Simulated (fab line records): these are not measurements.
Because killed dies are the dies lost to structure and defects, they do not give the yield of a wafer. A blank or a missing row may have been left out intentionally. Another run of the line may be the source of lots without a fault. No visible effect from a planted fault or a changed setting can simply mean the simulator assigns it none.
Struck lot and sound lot, side by side :: flow n5_finfet :: 37 out of 1938 route steps
Sound: these wafers, L484.3, L484.4, L484.5. Struck: wafer L474.5. (L474.1 of the same lot was not struck and is left out.) The cause comes at the end.
Order at every step that has rows: each side's tool, ch and its chambers, its first start. Under that, the readings that differ: sound wafers :: struck wafers :: difference of the means :: sigmas: that difference in standard deviations of wafers without a fault.
alike: a reading whose means differ by less than 2 such deviations, as well as words and numbers matching on both sides. not compared: withheld readings; readings where some wafer has no value; bounds like >300 that might hide an equal value; numbers whose values overlap and for which the record gives no deviation.
The two part at a step that has a row with sigmas, a row that says differs or no value, or rows on one side only. Non-overlapping numbers with no deviation appear without sigmas and do not part them. A reading that every wafer of one side lacks parts them only if that side has two wafers or more.

first, 9 steps without rows for these wafers: N5_MOL_CONTACT_COAG_COAT_78 (resist thk 40 nm); N5_MOL_CONTACT_COAG_EBR_80; N5_MOL_CONTACT_COAG_SOFTBAKE_79 (time 60 s); N5_MOL_CONTACT_COAG_EXPOSE_81 (exposes mask VG, defocus 0 nm); N5_MOL_CONTACT_COAG_PEB_82 (peb time 60 s); N5_MOL_CONTACT_COAG_DEVELOP_83 (develop time 30 s); N5_MOL_CONTACT_COAG_DESCUM_88 (chemistry O2, time 7 s); N5_MOL_CONTACT_COAG_ETCH_89 (etches underlayer in N2/H2, target depth 13 nm, time 10.4 s); N5_MOL_CONTACT_COAG_ETCH_90 (etches SiARC in CF4, target depth 13 nm, time 21.7 s).
N5_MOL_CONTACT_COAG_ALD_131: deposits SiO2, target thk 5 nm, pulse time 1 s, co reactant pulse time 1 s.
  sound on ald_sin-04 ch 0,1,2, day 10 14:22; struck on ald_sin-01 ch 3, day 8 03:28
reading: ald_cycles
sound: 35 35 35
struck: 47
difference: +12
sigmas: 

reading: model.SiO2_of_MOL_CONTACT_COAG_ALD_131.thk_nm (nm)
sound: 5 5 5
struck: 6.8
difference: +1.8
sigmas: 
  alike: heater_power_w, precursor_pulse_height_rel, susceptor_temp_C
then, 25 steps without rows for these wafers: N5_MOL_CONTACT_COAG_ETCHBACK_132 (etches SiO2 in CHF3, target depth 10 nm, time 6.7 s); N5_MOL_CONTACT_COAG_ETCH_91 (etches SOC in N2/H2, target depth 60 nm, overetch 21 nm, time 101.2 s); N5_MOL_CONTACT_COAG_STRIP_92 (strips in N2/H2); N5_MOL_CONTACT_COAG_STRIP_93 (strips in N2/H2); N5_MOL_CONTACT_COAG_ETCHBACK_135 (etches SiO2 in CHF3, target depth 25 nm, time 16.7 s); N5_MOL_CONTACT_COAG_STRIP_118 (strips in CHF3); N5_MOL_CONTACT_COAG_VIA_ETCH_46 (etches SiO2 in C4F6/O2, target depth 46 nm, overetch 9.2 nm, time 40 s); N5_MOL_CONTACT_COAG_STRIP_96 (strips in N2/H2); N5_MOL_CONTACT_COAG_ETCH_47 (etches SiNx in CH3F/O2, stops on W, target depth 27 nm); N5_MOL_CONTACT_COAG_STRIP_119 (strips in N2/H2, time 30 s); N5_MOL_CONTACT_COAG_PRECLEAN_144 (cleans in alkaline clean, time 60 s); N5_MOL_CONTACT_COAG_SRD_145 (time 30 s); N5_MOL_CONTACT_COAG_COAT_62 (time 60 s, resist thk 60 nm); N5_MOL_CONTACT_COAG_COAT_63 (time 60 s, resist thk 10 nm); N5_MOL_CONTACT_COAG_COAT_64 (time 60 s, resist thk 10 nm); N5_MOL_CONTACT_COAG_COAT_34 (resist thk 40 nm); N5_MOL_CONTACT_COAG_EBR_36; N5_MOL_CONTACT_COAG_SOFTBAKE_35 (time 60 s); N5_MOL_CONTACT_COAG_EXPOSE_37 (exposes mask VD, defocus 0 nm); N5_MOL_CONTACT_COAG_PEB_38 (peb time 60 s); N5_MOL_CONTACT_COAG_DEVELOP_39 (develop time 30 s); N5_MOL_CONTACT_COAG_DESCUM_45 (chemistry O2, time 7 s); N5_MOL_CONTACT_COAG_ETCH_65 (etches underlayer in N2/H2, target depth 13 nm, time 10.4 s); N5_MOL_CONTACT_COAG_ETCH_66 (etches SiARC in CF4, target depth 13 nm, time 21.7 s); N5_MOL_CONTACT_COAG_ALD_133 (deposits SiO2, target thk 5 nm, pulse time 1 s, co reactant pulse time 1 s).
N5_BEOL_M4_RC_MEAS_101:
  the record has rows for the sound wafers here (prober-02 ch 0, day 13 10:29) and none for the struck ones
-- the record jumps here: 7 days lie between the struck wafers' starts before and after (it left off in module BEOL_M4 and takes up again in module PASSIVATION, whose first step shown is number 1936 of the route) --
N5_PASSIVATION_PROBE_49:
  rows exist in the record for the struck wafers here (prober-01, day 14 20:46), but not for the sound ones

WHERE THEY PART
Last at N5_PASSIVATION_PROBE_49 as far as this record goes, first at N5_BEOL_M4_RC_MEAS_101.

WHY: whatever the simulator had introduced
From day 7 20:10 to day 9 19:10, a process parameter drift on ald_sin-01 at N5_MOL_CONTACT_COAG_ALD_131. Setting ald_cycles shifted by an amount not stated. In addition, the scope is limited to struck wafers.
